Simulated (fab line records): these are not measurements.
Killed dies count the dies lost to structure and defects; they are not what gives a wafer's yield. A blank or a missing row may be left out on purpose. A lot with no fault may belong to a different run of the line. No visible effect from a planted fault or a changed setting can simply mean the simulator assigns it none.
fab line records    flow n5_finfet
[record] lots = 6  wafers = 18  last_day = 18
route steps=1938 shown FIN_SAQP@135 BEOL_M4@1111
lots that met no fault: taken from a fault-free run of the same line
start_h: hours from the record's first day to the start of the lot's first wafer shown    wait_h: hours elapsed since this lot's preceding step    " the same as in the row above    L1.1+2: one row covering several wafers at once    - no value present, or no start provided    * or withheld: withheld    < > ~ a bound
route shown NAME@n: NAME is a module with steps in the file, n the number in the route of the first one    usual: mean and standard deviation over wafers with no fault    same: alike in all rows    chamber/n: place in a boat    sites: per-site readings    _std_site: the standard deviation of these    _edge_site: outer sites' mean less inner sites'    radius_mm: how far each site lies from the wafer's centre    mask NAME#n: copy n    behind: the most recent tool/chamber to have shaped the wafer    hold: what put the lot on hold/how long, in hours/how the hold closed    device: names the non-switching transistor (n, p or np)    end of line: the route-end tests of the same wafers    a step given without rows: its recipe and nothing more    killed: at the first sort, the dies lost to defects and structure; wafer yield is something else    map: per-die view of a wafer (x killed, . not killed, _ where there is no die)
set.NAME: the setting the step ran with; set.NAME@STEP: the setting that earlier step ran with    model.NAME: the simulator's own value behind a step, which no gauge read
lots at some steps of the route; a table a step, a row a wafer
services: the hour from which a tool's chamber was out of use, counted from the record's first day as start_h (under 0 if before that day), plus the number of hours and why
[[steps]]
[step N5_FIN_SAQP_ETCH_67]
[recipe] chemistry = CH3F/O2  target = SiNx  target_depth_a = 300  mask_material = SOC  pressure_mtorr = 30  source_w = 395  bias_w = 73  Ar_flow_sccm = 150  CH3F_flow_sccm = 30  O2_flow_sccm = 20  ion_energy_ev = 120
[step N5_FIN_SAQP_STRIP_70]
[recipe] chemistry = N2/H2  power_w = 500  temp_c = 40  pressure_mtorr = 50  rf_frequency_hz = 6e+07  overash_fraction = 0.3  bias_power_w = 28  h2_frac = 0.5  n2_flow_sccm = 300  h2_flow_sccm = 300
[step N5_FIN_SAQP_RECESS_71]
[recipe] chemistry = HF/NH3  target = SiO2  target_depth_a = 30  afs_cycles = 1  temp_c = 30  sublimation_temp_c = 180  sublimation_time_s = 60
[usual] drypump_motor_current_A = 5.5/0.48
[same] afs_cycles = 1
lot.wafer  tool           chamber  start_h  wait_h  drypump_motor_current_A
L411.3     vapor_etch-01  1        44.74    0.1     6.2
L411.4     "              0        "        "       5.2
L411.5     "              1        "        "       6.3
L415.1     vapor_etch-02  1        67.74    0.0     5.6
L415.4     "              0        "        "       5.1
L415.5     "              1        "        "       5.6
L422.1     vapor_etch-02  0        111.82   0.0     5.1
L422.5     "              1        "        "       5.7
L422.6     "              0        "        "       5.1
L424.2     vapor_etch-01  0        121.51   0.0     5.2
L424.5     "              0        "        "       5.2
L424.6     "              1        "        "       6.3
L430.1     vapor_etch-02  1        157.77   0.0     5.6
L430.2     "              0        "        "       5.0
L430.6     "              1        "        "       5.6
L431.1     vapor_etch-01  1        166.42   0.0     6.3
L431.4     "              1        "        "       6.3
L431.6     "              1        "        "       6.2
[step N5_FIN_SAQP_SPACER2_ALD_28]
[recipe] material = SiO2  target_thk_a = 81  temp_c = 300  ald_precursor_family = BDEAS  ald_co_reactant = O2-plasma  pulse_time_s = 1  purge_time_s = 2  co_reactant_purge_time_s = 2  pressure_torr = 2
[usual] chamber_pressure_Torr = 1.999/0.0042  heater_power_w = 465/61  precursor_pulse_height_rel = 1.000/0.019
[same] purge_time_s = 2
lot.wafer  tool        chamber  start_h  wait_h  chamber_pressure_Torr  heater_power_w  precursor_pulse_height_rel  since_wet_clean_h
L411.3     ald_sin-01  3        45.15    0.4     2.000                  405             1.011                       143
L411.4     "           2        "        "       1.998                  454             0.999                       143
L411.5     "           3        "        "       1.996                  428             0.992                       -
L415.1     ald_sin-04  2        67.88    0.1     1.999                  488             1.013                       60
L415.4     "           0        "        "       1.999                  364             1.014                       -
L415.5     "           3        "        "       2.002                  489             1.033                       -
L422.1     ald_sin-03  3        113.87   2.0     1.994                  490             0.969                       303
L422.5     "           0        "        "       1.997                  406             0.994                       -
L422.6     "           3        "        "       1.989                  493             1.017                       -
L424.2     ald_sin-04  3        121.65   0.1     2.001                  475             1.012                       113
L424.5     "           1        "        "       2.001                  450             0.997                       -
L424.6     "           0        "        "       2.004                  373             1.011                       -
L430.1     ald_sin-01  0        157.92   0.1     2.005                  522             0.960                       255
L430.2     "           3        "        "       2.003                  416             1.011                       255
L430.6     "           3        "        "       2.000                  423             1.034                       -
L431.1     ald_sin-01  3        167.29   0.8     1.997                  427             0.987                       265
L431.4     "           1        "        "       2.009                  441             0.969                       265
L431.6     "           3        "        "       2.003                  415             0.986                       -
[step N5_FIN_SAQP_SPACER2_ETCHBACK_29]
[recipe] chemistry = CHF3/O2  mode = anisotropic_etchback  target = SiO2  target_depth_a = 122  time_s = 6.1  pressure_mtorr = 30  source_w = 650  bias_w = 170  Ar_flow_sccm = 200  CHF3_flow_sccm = 50  O2_flow_sccm = 5  ion_energy_ev = 200
[usual] drypump_motor_current_A = 5.6/0.44  oes_product_au = 0.75/0.079  rf_fwd_power_W = 645.0/1.9  rf_vpp_V = 526/6.8  showerhead_plenum_p_Torr = 2.48/0.054  throttle_valve_pct = 18.86/0.25
lot.wafer  tool         chamber  start_h  wait_h  drypump_motor_current_A  oes_product_au  rf_fwd_power_W  rf_hours_counter_h  rf_vpp_V  showerhead_plenum_p_Torr  throttle_valve_pct
L411.3     rie_diel-03  2        45.51    0.2     5.3                      0.74            644.9           166                 531       2.52                      18.70
L411.4     "            1        "        "       5.3                      0.66            645.2           243                 522       2.48                      19.20
L411.5     "            2        "        "       5.3                      0.73            646.0           -                   530       2.52                      18.70
L415.1     rie_diel-01  0        68.21    0.2     6.3                      0.78            646.6           139                 525       2.53                      18.80
L415.4     "            2        "        "       5.2                      0.70            644.9           222                 527       2.48                      19.39
L415.5     "            3        "        "       6.3                      0.77            647.7           -                   531       2.50                      18.85
L422.1     rie_diel-03  1        114.20   0.2     5.3                      0.92            645.8           14                  521       2.47                      18.82
L422.5     "            2        "        "       5.3                      0.71            643.2           -                   530       2.51                      18.76
L422.6     "            3        "        "       5.3                      0.71            647.7           -                   524       2.50                      18.86
L424.2     rie_diel-05  1        122.10   0.3     5.1                      0.78            646.6           121                 508       2.40                      18.44
L424.5     "            3        "        "       5.7                      0.69            647.6           -                   534       2.39                      19.29
L424.6     "            0        "        "       6.4                      0.73            643.0           -                   523       2.49                      18.67
L430.1     rie_diel-03  1        158.28   0.2     5.3                      0.89            646.5           31                  521       2.46                      18.89
L430.2     "            3        "        "       5.2                      0.70            646.4           191                 522       2.49                      18.90
L430.6     "            1        "        "       5.3                      0.88            649.4           -                   522       2.46                      18.87
L431.1     rie_diel-05  1        167.66   0.2     5.1                      0.77            645.0           136                 509       2.40                      18.46
L431.4     "            2        "        "       6.0                      0.70            647.2           240                 525       2.46                      19.08
L431.6     "            0        "        "       6.4                      0.72            646.7           -                   524       2.49                      18.71
[step N5_FIN_SAQP_MANDREL2_REMOVE_60]
[recipe] chemistry = HBr/Cl2/O2  bt_time_s = 10  target = a-Si  stop_on = SiNx  endpoint = OES-SiCl  over_etch_frac = 1  icp_w = 600  bias_w = 22  HBr_flow_sccm = 150  Cl2_flow_sccm = 80  O2_flow_sccm = 5  pressure_mtorr = 10
[step N5_FIN_SAQP_CD_MEAS_31]
[recipe] target_cd_nm = 8  landing_energy_ev = 1000  detector = se_inlens  polarity = line
[usual] cd_nm = 8.13/0.2
lot.wafer  tool       chamber  start_h  wait_h  cd_nm
L411.3     cd_sem-03  0        45.71    0.1     8.17
L411.4     "          0        "        "       7.96
L411.5     "          0        "        "       8.24
L415.1     cd_sem-03  0        68.40    0.1     7.86
L415.4     "          0        "        "       8.07
L415.5     "          0        "        "       7.90
L422.1     cd_sem-01  0        114.39   0.1     8.21
L422.5     "          0        "        "       8.10
L422.6     "          0        "        "       8.29
L424.2     cd_sem-01  0        122.29   0.1     8.12
L424.5     "          0        "        "       8.14
L424.6     "          0        "        "       8.13
L430.1     cd_sem-01  0        158.47   0.1     7.89
L430.2     "          0        "        "       8.63
L430.6     "          0        "        "       7.83
L431.1     cd_sem-02  0        167.85   0.1     8.15
L431.4     "          0        "        "       8.52
L431.6     "          0        "        "       7.94
[step N5_FIN_SAQP_HM_OPEN_33]
[recipe] chemistry = CH3F/O2  target = SiNx  mask_material = SiO2  target_depth_a = 494  time_s = 70.6  pressure_mtorr = 30  source_w = 395  bias_w = 73  Ar_flow_sccm = 150  CH3F_flow_sccm = 30  O2_flow_sccm = 20  ion_energy_ev = 120  ends = cleared
[usual] drypump_motor_current_A = 5.6/0.44  etch_rf_on_time_s = 70.1/1.5  oes_product_au = 0.64/0.065  rf_fwd_power_W = 390.6/1.5  rf_vpp_V = 298/3.8  showerhead_plenum_p_Torr = 2.06/0.049  throttle_valve_pct = 16.31/0.23
lot.wafer  tool         chamber  start_h  wait_h  drypump_motor_current_A  etch_rf_on_time_s  oes_product_au  rf_fwd_power_W  rf_hours_counter_h  rf_vpp_V  showerhead_plenum_p_Torr  throttle_valve_pct
L411.3     rie_diel-03  1        45.76    0.0     5.4                      71.5               0.56            391.5           243                 296       2.06                      16.69
L411.4     "            0        "        "       5.8                      73.4               0.55            390.2           248                 300       1.89                      16.65
L411.5     "            1        "        "       5.3                      70.8               0.57            391.3           -                   296       2.06                      16.69
L415.1     rie_diel-05  0        68.62    0.2     6.4                      70.0               0.63            392.6           171                 296       2.08                      16.13
L415.4     "            3        "        "       5.8                      72.0               0.59            392.4           211                 303       1.99                      16.72
L415.5     "            2        "        "       5.9                      71.7               0.61            388.4           -                   298       2.05                      16.52
L422.1     rie_diel-03  2        114.44   0.0     5.3                      68.5               0.60            389.6           196                 302       2.09                      16.25
L422.5     "            3        "        "       5.2                      71.3               0.62            388.6           -                   299       2.07                      16.32
L422.6     "            2        "        "       5.3                      69.7               0.61            390.8           -                   303       2.09                      16.25
L424.2     rie_diel-03  0        122.57   0.3     5.8                      67.8               0.78            387.9           25                  307       2.13                      16.19
L424.5     "            3        "        "       5.3                      70.8               0.62            394.4           -                   295       2.07                      16.30
L424.6     "            0        "        "       5.9                      68.1               0.78            388.4           -                   305       2.13                      16.18
L430.1     rie_diel-03  3        158.69   0.2     5.2                      71.2               0.60            391.0           192                 297       2.06                      16.34
L430.2     "            1        "        "       5.3                      68.8               0.76            389.2           31                  297       2.05                      16.29
L430.6     "            2        "        "       5.3                      69.0               0.59            389.3           -                   300       2.08                      16.30
L431.1     rie_diel-03  3        167.90   0.0     5.2                      72.5               0.59            390.8           197                 298       2.06                      16.37
L431.4     "            2        "        "       5.3                      70.7               0.59            389.7           223                 302       2.08                      16.29
L431.6     "            3        "        "       5.3                      73.1               0.59            391.6           -                   297       2.06                      16.34
[step N5_FIN_SAQP_ETCH_34]
[recipe] chemistry = C4F6/O2  target = SiO2  target_depth_a = 450  time_s = 15  ion_energy_ev = 250  pressure_mtorr = 30  source_w = 345  bias_w = 185  Ar_flow_sccm = 300  C4F6_flow_sccm = 10  O2_flow_sccm = 10  ends = cleared
[step N5_FIN_SAQP_STRIP_77]
[recipe] chemistry = N2/H2  time_s = 90  power_w = 100  temp_c = 40  pressure_mtorr = 100  rf_frequency_hz = 6e+07  bias_power_w = 3  n2_flow_sccm = 300  h2_flow_sccm = 300
[usual] drypump_motor_current_A = 5.6/0.44  oes_product_au = 0.76/0.079  rf_vpp_V = 45.5/0.81  showerhead_plenum_p_Torr = 3.47/0.08  throttle_valve_pct = 12.21/0.24
lot.wafer  tool         chamber  start_h  wait_h  drypump_motor_current_A  oes_product_au  rf_hours_counter_h  rf_vpp_V  showerhead_plenum_p_Torr  throttle_valve_pct
L411.3     rie_diel-03  1        45.85    0.0     5.4                      0.67            243                 45.1      3.45                      12.50
L411.4     "            0        "        "       5.9                      0.67            248                 45.3      3.19                      12.52
L411.5     "            1        "        "       5.3                      0.67            -                   46.4      3.45                      12.51
L415.1     rie_diel-05  0        68.71    0.0     6.4                      0.74            171                 45.1      3.49                      12.08
L415.4     "            3        "        "       5.7                      0.69            211                 44.4      3.36                      12.69
L415.5     "            2        "        "       6.0                      0.71            -                   46.0      3.48                      12.50
L422.1     rie_diel-03  2        114.53   0.0     5.3                      0.70            196                 46.3      3.51                      12.20
L422.5     "            3        "        "       5.2                      0.72            -                   46.1      3.52                      12.28
L422.6     "            2        "        "       5.3                      0.70            -                   44.4      3.51                      12.18
L424.2     rie_diel-03  0        122.66   0.0     5.9                      0.92            25                  46.8      3.58                      11.97
L424.5     "            3        "        "       5.3                      0.72            -                   45.1      3.51                      12.29
L424.6     "            0        "        "       5.9                      0.92            -                   46.0      3.58                      11.95
L430.1     rie_diel-03  3        158.78   0.0     5.3                      0.71            192                 46.0      3.50                      12.34
L430.2     "            1        "        "       5.3                      0.89            31                  44.7      3.42                      11.97
L430.6     "            2        "        "       5.3                      0.69            -                   45.3      3.50                      12.25
L431.1     rie_diel-03  3        167.99   0.0     5.3                      0.70            197                 45.2      3.50                      12.36
L431.4     "            2        "        "       5.3                      0.68            223                 45.0      3.49                      12.25
L431.6     "            3        "        "       5.3                      0.70            -                   45.1      3.50                      12.37
[step N5_FIN_SAQP_HM_CD_35]
[recipe] target_cd_nm = 8  polarity = line
[usual] cd_nm = 8.20/0.25
lot.wafer  tool       chamber  start_h  wait_h  cd_nm
L411.3     cd_sem-02  -        45.98    0.1     8.40
L411.4     "          -        "        "       8.07
L411.5     "          -        "        "       8.62
L415.1     cd_sem-02  -        68.84    0.1     8.24
L415.4     "          -        "        "       8.23
L415.5     "          -        "        "       7.83
L422.1     cd_sem-01  -        114.66   0.1     8.28
L422.5     "          -        "        "       8.10
L422.6     "          -        "        "       8.46
L424.2     cd_sem-02  -        122.78   0.1     8.02
L424.5     "          -        "        "       8.62
L424.6     "          -        "        "       7.95
L430.1     cd_sem-01  -        158.91   0.1     8.32
L430.2     "          -        "        "       8.15
L430.6     "          -        "        "       8.51
L431.1     cd_sem-02  -        168.12   0.1     8.41
L431.4     "          -        "        "       8.32
L431.6     "          -        "        "       8.53
[step N5_FIN_SAQP_ETCH_64]
[recipe] chemistry = CF4  target = SiO2  target_depth_a = 15  ion_energy_ev = 350  pressure_mtorr = 10  icp_w = 800  bias_w = 400  cf4_flow_sccm = 80
[step N5_FIN_SAQP_FIN_ETCH_36]
[recipe] chemistry = HBr/Cl2/O2  target_depth_a = 1200  mask_material = SiNx  time_s = 50.4  bias_w = 102  pressure_mtorr = 10  icp_w = 800  HBr_flow_sccm = 150  Cl2_flow_sccm = 80  O2_flow_sccm = 12
[usual] drypump_motor_current_A = 5.7/0.49  oes_o_777_au = 0.99/0.039  oes_product_au = 0.996/0.015  rf_fwd_power_W = 796.1/2.7  throttle_valve_pct = 36.0/0.47
lot.wafer  tool       chamber  start_h  wait_h  drypump_motor_current_A  oes_o_777_au  oes_product_au  rf_fwd_power_W  rf_hours_counter_h  throttle_valve_pct  model.etch.depth_nm  model.FIN_SAQP.feature_depth_nm
L411.3     rie_si-05  0        46.04    0.0     4.9                      0.97          1.009           793.3           11                  36.6                117                  117
L411.4     "          2        "        "       6.0                      0.96          0.992           795.3           86                  36.3                118.7                118.8
L411.5     "          0        "        "       4.9                      0.98          0.998           791.9           -                   36.6                116.3                116.2
L415.1     rie_si-06  1        68.90    0.0     4.9                      0.97          0.989           797.8           120                 35.8                119.3                119.2
L415.4     "          2        "        "       5.7                      0.97          0.982           800.1           2                   35.5                119                  119
L415.5     "          2        "        "       5.7                      0.96          0.990           800.4           -                   35.5                118.9                119
L422.1     rie_si-06  0        114.72   0.0     6.4                      1.48          1.084           942.1           165                 36.2                134.2                134.2
L422.5     "          2        "        "       5.7                      1.41          1.049           939.7           -                   35.4                128.9                128.8
L422.6     "          3        "        "       5.5                      1.41          1.069           940.7           -                   36.3                131.9                132
L424.2     rie_si-06  1        122.85   0.0     4.9                      1.42          1.036           940.9           121                 35.7                127.9                128
L424.5     "          0        "        "       6.4                      1.48          1.073           940.3           -                   36.3                131.1                131
L424.6     "          1        "        "       4.9                      1.41          1.038           942.3           -                   35.7                128.6                128.6
L430.1     rie_si-01  1        158.97   0.0     6.5                      0.99          0.981           795.2           9                   35.7                120.7                120.6
L430.2     "          3        "        "       5.7                      1.04          0.987           797.3           35                  36.4                118.4                118.4
L430.6     "          0        "        "       5.6                      0.97          0.992           796.9           -                   35.7                120.6                120.6
L431.1     rie_si-01  3        168.19   0.0     5.7                      1.05          1.000           798.3           35                  36.3                121                  121
L431.4     "          0        "        "       5.6                      0.98          1.006           796.7           5                   35.7                122.4                122.4
L431.6     "          1        "        "       6.5                      1.00          0.989           795.7           -                   35.7                122.1                122
[step N5_FIN_SAQP_CD_MEAS_37]
[recipe] target_cd_nm = 8  polarity = line
[usual] cd_nm = 8.17/0.28
lot.wafer  tool       chamber  start_h  wait_h  cd_nm
L411.3     cd_sem-02  -        46.17    0.1     8.11
L411.4     "          -        "        "       7.68
L411.5     "          -        "        "       8.49
L415.1     cd_sem-03  -        69.02    0.1     8.01
L415.4     "          -        "        "       7.70
L415.5     "          -        "        "       7.88
L422.1     cd_sem-01  -        114.84   0.1     8.03
L422.5     "          -        "        "       7.86
L422.6     "          -        "        "       8.50
L424.2     cd_sem-02  -        122.97   0.1     8.06
L424.5     "          -        "        "       8.66
L424.6     "          -        "        "       8.26
L430.1     cd_sem-02  -        159.09   0.1     7.73
L430.2     "          -        "        "       7.90
L430.6     "          -        "        "       7.96
L431.1     cd_sem-02  -        168.31   0.1     8.26
L431.4     "          -        "        "       8.15
L431.6     "          -        "        "       8.63
[step N5_FIN_SAQP_PRECLEAN_38]
[recipe] chemistry = O3/DIW  time_s = 45  temp_c = 22  o3_ppm = 10
[step N5_FIN_SAQP_PRECLEAN_45]
[recipe] chemistry = dHF  time_s = 10  dilution = 500:1  temp_c = 25
[step N5_FIN_SAQP_SRD_39]
[recipe] dry = ipa_marangoni  time_s = 30  temp_c = 23  rinse_liquid = diw
[step N5_FIN_SAQP_OCD_MEAS_76]
[usual] trench_depth_nm = 120.0/1.7
lot.wafer  tool    chamber  start_h  wait_h  trench_depth_nm
L411.3     ocd-02  -        46.26    0.0     117.0
L411.4     "       -        "        "       118.7
L411.5     "       -        "        "       116.4
L415.1     ocd-01  -        69.16    0.0     119.1
L415.4     "       -        "        "       119.2
L415.5     "       -        "        "       118.8
L422.1     ocd-01  -        114.98   0.0     134.2
L422.5     "       -        "        "       128.5
L422.6     "       -        "        "       132.1
L424.2     ocd-01  -        123.11   0.0     128.4
L424.5     "       -        "        "       130.7
L424.6     "       -        "        "       128.3
L430.1     ocd-01  -        159.19   0.0     120.9
L430.2     "       -        "        "       118.6
L430.6     "       -        "        "       120.6
L431.1     ocd-02  -        168.41   0.0     121.2
L431.4     "       -        "        "       122.4
L431.6     "       -        "        "       122.0
[step N5_FIN_SAQP_INSPECT_40]
[recipe] inspect_instrument = brightfield  mode = aei
[usual] raw_defect_count = 226/57
lot.wafer  tool               chamber  start_h  wait_h  raw_defect_count
L411.3     defect_inspect-02  -        46.29    0.0     389
L411.4     "                  -        "        "       270
L411.5     "                  -        "        "       229
L415.1     defect_inspect-01  -        69.19    0.0     255
L415.4     "                  -        "        "       181
L415.5     "                  -        "        "       155
L422.1     defect_inspect-02  -        115.01   0.0     225
L422.5     "                  -        "        "       218
L422.6     "                  -        "        "       166
L424.2     defect_inspect-02  -        123.14   0.0     288
L424.5     "                  -        "        "       244
L424.6     "                  -        "        "       227
L430.1     defect_inspect-01  -        159.22   0.0     218
L430.2     "                  -        "        "       282
L430.6     "                  -        "        "       201
L431.1     defect_inspect-02  -        168.44   0.0     319
L431.4     "                  -        "        "       339
L431.6     "                  -        "        "       316
[step N5_BEOL_M4_RC_MEAS_101]
[usual] DIBL_N = 37.0/1.7  DIBL_P = 36.7/2  IOFF_N = 0.17/0.035  IOFF_P = 0.22/0.035  ION_N = 672/12  ION_P = 461/7.5  SS_N = 71.6/0.67  SS_P = 73.4/0.64  VT_N = 250/3.5  VT_P = -250/3.5
lot.wafer  tool       chamber  start_h  wait_h  DIBL_N[mV/V]  DIBL_P[mV/V]  IOFF_N[nA/um]  IOFF_P[nA/um]  ION_N[uA/um]  ION_P[uA/um]  SS_N[mV/dec]  SS_P[mV/dec]  VT_N[mV]  VT_P[mV]
L411.3     prober-02  0        187.62   0.3     37.1          37.4          0.18           0.26           689           474           70.9          73.6          247       -248
L411.4     "          0        "        "       34.3          33.4          0.13           0.19           655           455           71.2          72.7          250       -252
L411.5     "          0        "        "       36.9          37.0          0.18           0.26           674           463           72.4          74.1          247       -245
L415.1     prober-01  0        213.35   0.0     38.7          37.4          0.18           0.22           662           456           72.1          73.8          247       -251
L415.4     "          0        "        "       35.6          34.7          0.13           0.18           677           464           71.3          73.1          250       -253
L415.5     "          0        "        "       38.1          37.2          0.16           0.21           666           451           72.3          73.0          250       -253
L422.1     prober-02  0        247.50   0.0     35.8          37.0          0.15           0.21           663           454           71.5          74.3          250       -249
L422.5     "          0        "        "       33.4          33.7          0.11           0.17           646           456           70.6          72.8          255       -254
L422.6     "          0        "        "       37.2          37.8          0.17           0.24           668           457           71.1          73.4          251       -248
L424.2     prober-02  0        257.23   0.2     36.9          36.1          0.16           0.23           674           464           70.6          73.1          247       -247
L424.5     "          0        "        "       38.2          38.5          0.20           0.28           698           483           71.8          73.7          245       -244
L424.6     "          0        "        "       37.5          37.5          0.17           0.24           674           463           71.8          73.2          248       -245
L431.1     prober-02  0        299.94   0.0     37.6          36.3          0.16           0.20           678           465           72.5          72.6          248       -252
L431.4     "          0        "        "       38.8          36.8          0.18           0.22           685           471           72.0          73.4          249       -248
L431.6     "          0        "        "       36.0          34.2          0.14           0.18           677           461           70.9          72.0          251       -251
L430.1     prober-02  0        322.40   0.0     37.6          36.5          0.18           0.24           680           469           72.3          73.6          246       -248
L430.2     "          0        "        "       36.5          35.1          0.15           0.22           673           466           72.0          72.8          250       -249
L430.6     "          0        "        "       34.7          33.8          0.13           0.19           669           470           70.6          73.1          252       -249
[[services]]
tool           chamber  start_h  hours  kind
ald_sin-03     -        27.29    1.6    repair
rie_diel-05    3        32.21    6.5    repair
vapor_etch-02  -        38.38    0.8    repair
ald_sin-04     0        44.99    5.6    repair
ald_sin-01     -        46.44    4.5    repair
ald_sin-03     1        51.93    1.3    repair
ald_sin-03     1        57.34    5.5    repair
ald_sin-04     1        60.30    25.2   repair
ald_sin-03     1        69.43    6.9    repair
rie_diel-01    -        70.05    2.8    pm
ald_sin-04     3        80.38    7.1    repair
ald_sin-03     2        84.95    3.3    repair
ald_sin-04     -        93.00    28.1   pm
rie_diel-05    1        96.03    9.1    repair
rie_diel-01    2        108.98   7.7    repair
rie_si-06      2        125.41   9.6    repair
rie_diel-03    0        131.31   33.0   repair
ald_sin-03     -        132.85   14.6   pm
rie_si-06      -        136.52   14.6   pm
rie_diel-03    1        139.08   7.7    repair
ald_sin-04     0        146.68   3.8    repair
rie_si-06      -        151.12   10.0   pm
rie_diel-05    -        156.32   4.3    pm
rie_si-06      -        161.86   0.6    repair
[[key]]
[first_sign] step = N5_FIN_SAQP_FIN_ETCH_36  reading = rf_fwd_power_W  direction = up  sigmas = 54  usual = *  struck = *
[effect] step = N5_FIN_SAQP_FIN_ETCH_36  reading = oes_o_777_au  direction = up  sigmas = 12  usual = 0.99  struck = 1.44
[effect] step = N5_FIN_SAQP_OCD_MEAS_76  reading = trench_depth_nm  direction = up  sigmas = 6.3  usual = 120.0  struck = 130.4
[model_effect] step = N5_FIN_SAQP_FIN_ETCH_36  value = etch.depth_nm  without = 120.7  struck = 130.4
met_at N5_FIN_SAQP_FIN_ETCH_36
struck_wafers L422.1,L422.5,L422.6,L424.2,L424.5,L424.6
onset_between 68.90 114.72
[fault] kind = process_parameter_drift  tool = rie_si-06  chamber = -  onset_h = 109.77  steps = N5_FIN_SAQP_FIN_ETCH_36  channel = icp_w  offset = 144  shape = step  end_h = 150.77  acts_in = these_recipes_only  stated = 800
